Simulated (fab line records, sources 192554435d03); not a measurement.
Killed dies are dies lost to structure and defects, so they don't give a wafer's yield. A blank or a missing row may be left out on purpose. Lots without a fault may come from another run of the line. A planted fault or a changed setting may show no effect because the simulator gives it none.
Which tool did it? | flow n5_finfet | 9 lots, 24 wafers sampled, at 5 steps of a route of 1938

WHAT THE GAUGES READ, wafer by wafer
N5_BEOL_M4_RC_MEAS_101. Usual: DIBL_N 37.0 mV/V, standard deviation 2.3; DIBL_P 37.3 mV/V, standard deviation 2.8; IOFF_N 0.17 nA/um, standard deviation 0.046; IOFF_P 0.23 nA/um, standard deviation 0.054; ION_N 675 uA/um, standard deviation 14; ION_P 460 uA/um, standard deviation 9.3; SS_N 71.7 mV/dec, standard deviation 0.73; SS_P 73.6 mV/dec, standard deviation 0.95; VT_N 249 mV, standard deviation 3.9; VT_P -250 mV, standard deviation 3.9.
lot  | measured     | on        | DIBL_N (mV/V)  | DIBL_P (mV/V)  | IOFF_N (nA/um) | IOFF_P (nA/um) | ION_N (uA/um) | ION_P (uA/um) | SS_N (mV/dec)  | SS_P (mV/dec)  | VT_N (mV)   | VT_P (mV)      | flag
L870 | day 7 23:18  | prober-02 | 40.3 37.1 43.8 | 40.9 35.4 44.8 | 0.23 0.15 0.36 | 0.31 0.21 0.42 | 680 676 712   | 471 464 478   | 72.2 71.3 73.7 | 74.8 73.7 76.2 | 243 251 240 | -246 -251 -243 |
L873 | day 8 22:55  | prober-02 | 37.5 36.0 41.5 | 37.8 36.8 43.3 | 0.18 0.16 0.27 | 0.19 0.18 0.28 | 682 676 694   | 454 453 461   | 72.0 71.0 73.1 | 73.1 73.5 75.4 | 248 249 244 | -252 -254 -246 |
L874 | day 9 01:54  | prober-01 | 36.7 36.7 36.5 | 38.7 36.8 38.3 | 0.17 0.16 0.16 | 0.26 0.21 0.25 | 681 671 679   | 475 459 473   | 70.8 71.5 71.2 | 74.1 72.5 73.6 | 248 251 251 | -247 -251 -247 |
L883 | day 11 10:53 | prober-02 | 36.1 33.9      | 38.2 34.1      | 0.19 0.14      | 0.28 0.21      | 668 673       | 459 458       | 71.0 70.5      | 74.4 72.7      | 243 251     | -245 -250      |
L884 | day 12 16:50 | prober-01 | 34.0 38.4      | 32.0 38.3      | 0.10 0.18      | 0.16 0.26      | 656 656       | 456 453       | 70.8 73.0      | 72.3 74.2      | 256 247     | -253 -249      |
L886 | day 12 21:28 | prober-01 | 39.3 41.2      | 41.4 44.0      | 0.23 0.28      | 0.26 0.32      | 687 704       | 465 470       | 72.8 73.7      | 74.4 75.4      | 246 241     | -248 -245      |
L888 | day 12 22:43 | prober-01 | 32.3 36.5 32.7 | 33.6 38.5 34.1 | 0.11 0.18 0.12 | 0.14 0.20 0.14 | 657 679 663   | 445 458 449   | 71.2 72.3 71.1 | 72.2 73.7 72.2 | 256 249 254 | -257 -252 -258 |
L889 | day 13 00:56 | prober-02 | 36.2 37.1 35.3 | 33.2 35.2 33.1 | 0.15 0.17 0.13 | 0.18 0.21 0.18 | 670 676 677   | 456 454 466   | 71.6 71.7 70.6 | 72.5 72.8 73.1 | 253 250 252 | -253 -253 -250 |
L891 | day 13 20:28 | prober-01 | 37.8 38.4 40.4 | 36.6 36.6 38.7 | 0.16 0.16 0.22 | 0.20 0.21 0.24 | 677 656 668   | 459 444 451   | 71.3 71.8 72.2 | 73.3 72.9 73.2 | 250 253 247 | -256 -252 -253 |

WHICH TOOL RAN EACH LOT (tool, then ch and the chambers of the sampled wafers, then the start)
lot  | N5_FIN_SAQP_MANDREL_ETCH_58     | N5_FIN_SAQP_SPACER2_ALD_28       | N5_FIN_SAQP_SPACER2_ETCHBACK_29   | N5_FIN_SAQP_HM_OPEN_33
L870 | rie_si-04 ch 1,2,3, day 1 23:52 | ald_sin-02 ch 0,1,2, day 2 00:49 | rie_diel-01 ch 0,1,2, day 2 01:08 | rie_diel-01 ch 0,3, day 2 01:23
L873 | rie_si-04 ch 0,2, day 2 20:11   | ald_sin-02 ch 0,1,3, day 2 21:01 | rie_diel-01 ch 0,3, day 2 21:30   | rie_diel-01 ch 0,1,3, day 2 21:52
L874 | rie_si-03 ch 0,1,3, day 2 23:59 | ald_sin-03 ch 0,1,2, day 3 00:50 | rie_diel-01 ch 0,1,3, day 3 01:09 | rie_diel-01 ch 0,2,3, day 3 01:24
L883 | rie_si-05 ch 3, day 5 06:16     | ald_sin-03 ch 2,3, day 5 07:06   | rie_diel-03 ch 0, day 5 07:26     | rie_diel-01 ch 3, day 5 07:40
L884 | rie_si-05 ch 1,3, day 5 12:38   | ald_sin-03 ch 0,1, day 5 13:34   | rie_diel-03 ch 0,3, day 5 13:56   | rie_diel-01 ch 1,2, day 5 14:15
L886 | rie_si-04 ch 2,3, day 5 23:56   | ald_sin-03 ch 2,3, day 6 00:47   | rie_diel-03 ch 2,3, day 6 01:16   | rie_diel-01 ch 1, day 6 01:31
L888 | rie_si-05 ch 0,2, day 6 11:56   | ald_sin-02 ch 1,3, day 6 12:49   | rie_diel-05 ch 0,3, day 6 13:09   | rie_diel-05 ch 1,2, day 6 13:24
L889 | rie_si-05 ch 0,2,3, day 6 18:48 | ald_sin-02 ch 1,2,3, day 6 19:38 | rie_diel-01 ch 1,2, day 6 19:58   | rie_diel-03 ch 2,3, day 6 20:12
L891 | rie_si-03 ch 1,2, day 7 06:50   | ald_sin-02 ch 0,1, day 7 08:35   | rie_diel-03 ch 1,2,3, day 7 08:55 | rie_diel-05 ch 0,3, day 7 09:09
- N5_FIN_SAQP_MANDREL_ETCH_58: etches a-Si in HBr/Cl2, stops on SiNx, target depth 45 nm, bt time 10 s, time 27 s.
- N5_FIN_SAQP_SPACER2_ALD_28: deposits SiO2, target thk 8.1 nm, pulse time 1 s, purge time 2 s.
- N5_FIN_SAQP_SPACER2_ETCHBACK_29: etches SiO2 in CHF3/O2, target depth 12.2 nm, time 6.1 s.
- N5_FIN_SAQP_HM_OPEN_33: chemistry CH3F/O2, target SiNx, target depth 49.4 nm, time 70.6 s.

WHAT THE TOOLS THEMSELVES READ (means of the sampled wafers that have a number; where no wafer has one, the mark that the record gives instead)
N5_FIN_SAQP_MANDREL_ETCH_58. Usual: HBr_flow_sccm 150.0 sccm, standard deviation 0.46; drypump_motor_current_A 5.6 A, standard deviation 0.56; oes_product_au 0.700 a.u., standard deviation 0.0099; throttle_valve_pct 35.52 %, standard deviation 0.28.
lot  | tool      | HBr_flow_sccm (sccm) | drypump_motor_current_A (A) | oes_product_au (a.u.) | throttle_valve_pct (%) | flag
L870 | rie_si-04 | 150.3                | 5.1                         | 0.708                 | 35.50                  |
L873 | rie_si-04 | 149.4                | 5.7                         | 0.709                 | 35.59                  |
L874 | rie_si-03 | 149.8                | 6.0                         | 0.694                 | 35.49                  |
L883 | rie_si-05 | 150.2                | 5.7                         | 0.706                 | 35.50                  |
L884 | rie_si-05 | 149.7                | 5.3                         | 0.702                 | 35.64                  |
L886 | rie_si-04 | 149.9                | 4.7                         | 0.708                 | 35.39                  |
L888 | rie_si-05 | 150.5                | 5.8                         | 0.709                 | 35.54                  |
L889 | rie_si-05 | 150.5                | 5.8                         | 0.708                 | 35.52                  |
L891 | rie_si-03 | 149.9                | 5.4                         | 0.691                 | 35.59                  |

N5_FIN_SAQP_SPACER2_ALD_28. Usual: heater_power_outer_w 279 W, standard deviation 23; heater_power_w 483 W, standard deviation 42; precursor_pulse_height_rel 0.999, standard deviation 0.02.
lot  | tool       | heater_power_outer_w (W) | heater_power_w (W) | precursor_pulse_height_rel | flag
L870 | ald_sin-02 | 281                      | 476                | 0.992                      |
L873 | ald_sin-02 | 273                      | 470                | 1.008                      |
L874 | ald_sin-03 | 288                      | 501                | 0.988                      |
L883 | ald_sin-03 | 304                      | 516                | 1.007                      |
L884 | ald_sin-03 | 280                      | 480                | 0.992                      |
L886 | ald_sin-03 | 305                      | 516                | 0.999                      |
L888 | ald_sin-02 | 258                      | 435                | 0.986                      |
L889 | ald_sin-02 | 260                      | 447                | 1.016                      |
L891 | ald_sin-02 | 291                      | 506                | 0.992                      |

N5_FIN_SAQP_SPACER2_ETCHBACK_29. Usual: drypump_motor_current_A 5.5 A, standard deviation 0.51; oes_product_au 0.74 a.u., standard deviation 0.062; rf_vpp_V 519 V, standard deviation 11; showerhead_plenum_p_Torr 2.40 Torr, standard deviation 0.073; throttle_valve_pct 18.86 %, standard deviation 0.18.
lot  | tool        | drypump_motor_current_A (A) | oes_product_au (a.u.) | rf_vpp_V (V) | showerhead_plenum_p_Torr (Torr) | throttle_valve_pct (%) | flag
L870 | rie_diel-01 | 5.8                         | 0.74                  | 529          | 2.43                            | 18.80                  |
L873 | rie_diel-01 | 5.8                         | 0.70                  | 532          | 2.42                            | 18.84                  |
L874 | rie_diel-01 | 5.9                         | 0.73                  | 536          | 2.46                            | 18.84                  |
L883 | rie_diel-03 | 5.2                         | 0.70                  | 520          | 2.31                            | 19.11                  |
L884 | rie_diel-03 | 5.8                         | 0.74                  | 518          | 2.31                            | 19.08                  |
L886 | rie_diel-03 | 5.6                         | 0.73                  | 516          | 2.34                            | 18.95                  |
L888 | rie_diel-05 | 5.1                         | 0.71                  | 511          | 2.43                            | 18.72                  |
L889 | rie_diel-01 | 5.6                         | 0.90                  | 526          | 2.53                            | 18.58                  |
L891 | rie_diel-03 | 5.5                         | 0.79                  | 516          | 2.35                            | 18.79                  |

N5_FIN_SAQP_HM_OPEN_33. Usual: drypump_motor_current_A 5.6 A, standard deviation 0.48; etch_rf_on_time_s 69.5 s, standard deviation 1.9; oes_product_au 0.63 a.u., standard deviation 0.051; rf_vpp_V 295 V, standard deviation 7; showerhead_plenum_p_Torr 2.00 Torr, standard deviation 0.069; throttle_valve_pct 16.33 %, standard deviation 0.16.
lot  | tool        | drypump_motor_current_A (A) | etch_rf_on_time_s (s) | oes_product_au (a.u.) | rf_vpp_V (V) | showerhead_plenum_p_Torr (Torr) | throttle_valve_pct (%) | flag
L870 | rie_diel-01 | 5.9                         | 69.2                  | 0.62                  | 303          | 2.04                            | 16.31                  |
L873 | rie_diel-01 | 5.9                         | 69.8                  | 0.62                  | 304          | 2.04                            | 16.32                  |
L874 | rie_diel-01 | 5.7                         | 68.1                  | 0.60                  | 299          | 1.98                            | 16.31                  |
L883 | rie_diel-01 | 5.8                         | 56.9                  | 0.67                  | 302          | 1.96                            | 16.38                  | OFF
L884 | rie_diel-01 | 5.8                         | 56.2                  | 0.72                  | 298          | 1.98                            | 16.36                  | OFF
L886 | rie_diel-01 | 5.9                         | 56.9                  | 0.73                  | 307          | 2.07                            | 16.38                  | OFF
L888 | rie_diel-05 | 5.7                         | 71.2                  | 0.61                  | 288          | 1.96                            | 16.50                  |
L889 | rie_diel-03 | 5.8                         | 68.2                  | 0.63                  | 294          | 1.93                            | 16.45                  |
L891 | rie_diel-05 | 4.9                         | 70.7                  | 0.61                  | 293          | 2.04                            | 16.27                  |

THE ANSWER, worked out from the rows above alone
Rule: a lot is off if the mean of its wafers that have a number lies more than 3 standard deviations from the usual mean. A lot without any number at a reading at which 4 lots or more have one is off too. The other lots that the step has rows for count as sound. The gauges are gone through in route order, then the tools' own readings, and for those a lot's mean is taken as printed above. The first step at which some lot is off is used, and at that step the reading that is off furthest; a lot without a number counts as furthest.
Off: L883, L884, L886, at N5_FIN_SAQP_HM_OPEN_33 (etch_rf_on_time_s).
A tool fits if, at that step or a process step before it, it ran every lot that is off, and no sound lot after the first of them. Can't be told from this: 2 tools fit, ald_sin-03 at N5_FIN_SAQP_SPACER2_ALD_28, rie_diel-01 at N5_FIN_SAQP_HM_OPEN_33.

WHAT THE SIMULATOR HAD PUT IN
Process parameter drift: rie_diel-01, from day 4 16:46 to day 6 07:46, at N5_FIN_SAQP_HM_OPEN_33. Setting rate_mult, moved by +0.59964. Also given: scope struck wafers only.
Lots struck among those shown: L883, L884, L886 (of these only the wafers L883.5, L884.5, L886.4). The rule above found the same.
